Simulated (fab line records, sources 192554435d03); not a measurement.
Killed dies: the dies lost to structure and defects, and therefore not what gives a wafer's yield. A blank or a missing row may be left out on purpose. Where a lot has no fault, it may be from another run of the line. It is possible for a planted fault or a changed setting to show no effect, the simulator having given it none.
Chamber matching ; flow n5-finfet ; N5_BEOL_M0_SAQP_SPACER1_ETCHBACK_99 on rie-diel-05 has 4 sister chambers
The step etches SiO2 in CHF3/O2, target depth 15.4 nm, time 7.7 s. 8 wafers are shown with their chamber, then 9 later ones without.

## WAFERS PAIRED WITH THEIR CHAMBERS
wafer;chamber;showerhead-plenum-p-Torr (Torr);rf-vpp-V (V)
L081.6;3;2.31;525
L084.1;2;2.54;518
L085.2;2;2.53;518
L085.3;0;2.30;545
L085.4;1;2.50;511
L089.1;3;2.31;527
L089.2;0;2.30;546
L089.4;1;2.50;510

## WAFERS WHOSE CHAMBER IS MISSING
wafer;showerhead-plenum-p-Torr (Torr);rf-vpp-V (V)
L090.3;2.53;517
L090.4;2.30;545
L090.6;2.31;528
L091.3;2.31;527
L091.4;2.30;544
L091.5;2.31;526
L097.4;2.30;545
L097.5;2.30;526
L097.6;2.53;517

## WHICH CHAMBER EACH ONE RAN IN
wafer;from the rows above;in truth
L090.3;2;2
L090.4;0;0
L090.6;3;3
L091.3;3;3
L091.4;0;0
L091.5;3;3
L097.4;0;0
L097.5;3;3
L097.6;2;2
Correct placement for 9 of the 9. Number that these rows cannot place: 0. Number placed wrongly: 0.
How it was worked out, from the rows above alone: a wafer's distance from a chamber is the root of the sum, over the readings, of the square of ((its reading less the chamber's mean) divided by the reading's scatter). If the next closest chamber is less than 2 further off than the closest, the wafer can't be placed; otherwise it belongs to the closest. Each chamber's mean is taken over the wafers shown for it. The scatter is the square root of a quotient: the sum, over the shown wafers, of each reading's squared deviation from its chamber's mean, divided by wafers minus chambers.
